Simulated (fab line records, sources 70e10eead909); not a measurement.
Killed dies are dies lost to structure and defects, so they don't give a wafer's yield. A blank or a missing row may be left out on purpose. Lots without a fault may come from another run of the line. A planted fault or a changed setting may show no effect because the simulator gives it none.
Problem report in the 8D (eight disciplines) form, filled by code | flow nand_harc | the parts of the form that need people (team, actions taken, sign-off) are left out

1. THE PROBLEM
thk_nm at NHARC_A_ONON_D2_THK_MEAS_24 reads a mean of 369 nm on 6 wafers of 2 lots; wafers without a fault read 999 nm with a standard deviation of 8.5. That is -74 standard deviations from the usual mean.
The step: measures by ellipsometry.
First seen on wafer L777.1, day 17 20:49, on film_metro-01. The record holds 39 wafers of 13 lots with a number at this step. Rule for "out", or "out of limits": more than 4 standard deviations from the usual mean. The other wafers with a number count as sound.

2. WHAT IT IS AND WHAT IT IS NOT
question                    | is                           | is not
which readings at this step | thk_nm                       | -
which lots                  | L777, L778                   | L765, L766, L767, L768, L770, L771, L776, L784, L785, L786, L787
which wafers of those lots  | all that have a number       | -
read on which gauges        | film_metro-01, film_metro-02 | -
when                        | from day 17 20:49            | up to then (21 sound wafers); but 12 sound wafers of L784, L785, L786, L787 came after

3. SUSPECTS, AND WHAT RULES EACH OUT
Counting: a tool at a process step up to the reading stays a suspect if it ran every lot that is out and no sound lot after the first of them.
- the gauge at NHARC_A_ONON_D2_THK_MEAS_24: ruled out. The wafers that are out were read on 2 gauges (film_metro-01, film_metro-02).
- rie_si-06 at NHARC_A_DECK1_JOINT_ETCHBACK_00 (etches the open film in HBr, target depth 30 nm, time 17.4 s): ruled out as a lasting fault. Sound lots L784, L785, L786 ran on it after its first lot that is out, L777 (day 16 08:23).
- cmp-02 at NHARC_A_DECK1_JOINT_CMP_02 (polishes SiOx): ruled out as a lasting fault. Sound lots L786 ran on it after its first lot that is out, L777 (day 17 08:43).
- pecvd_onon-04 at NHARC_A_ONON_D2_DEP_22 (target thk 1000 nm): ruled out as a lasting fault. Sound lots L787 ran on it after its first lot that is out, L777 (day 17 20:19).
Left after counting: nothing in the record.

4. THE CAUSE (what the simulator had put in)
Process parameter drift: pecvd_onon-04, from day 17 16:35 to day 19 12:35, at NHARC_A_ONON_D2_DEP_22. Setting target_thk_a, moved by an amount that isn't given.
Counting ruled it out, wrongly: the rule takes a fault to strike every lot that its tool runs from its start on, and this one did not.

5. THE CHAIN OF EFFECTS, in route order
Each row: a reading whose mean over the struck wafers that have a number lies more than 3 standard deviations from the usual. Only readings for which the record gives a usual standard deviation are gone through. hours: the time from each lot's start at the first step in this table that gives one to its start at this step, as a median over the lots. sigmas: the change in usual standard deviations.
hours | step                        | reading         | usual  | on struck wafers | change | sigmas
0     | NHARC_A_ONON_D2_THK_MEAS_24 | thk_nm          | 999 nm | 369              | -630   | -74
286   | NHARC_END_SORT_01           | killed_at_array | 56     | 673              | +617   | +32
286   | NHARC_END_SORT_01           | killed_dies     | 61     | 677              | +616   | +32

6. WHAT WOULD HAVE CAUGHT IT SOONER
In this record the first reading out of limits at a measuring or inspecting step was taken at day 17 20:49, 4 hours after the fault began at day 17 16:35.
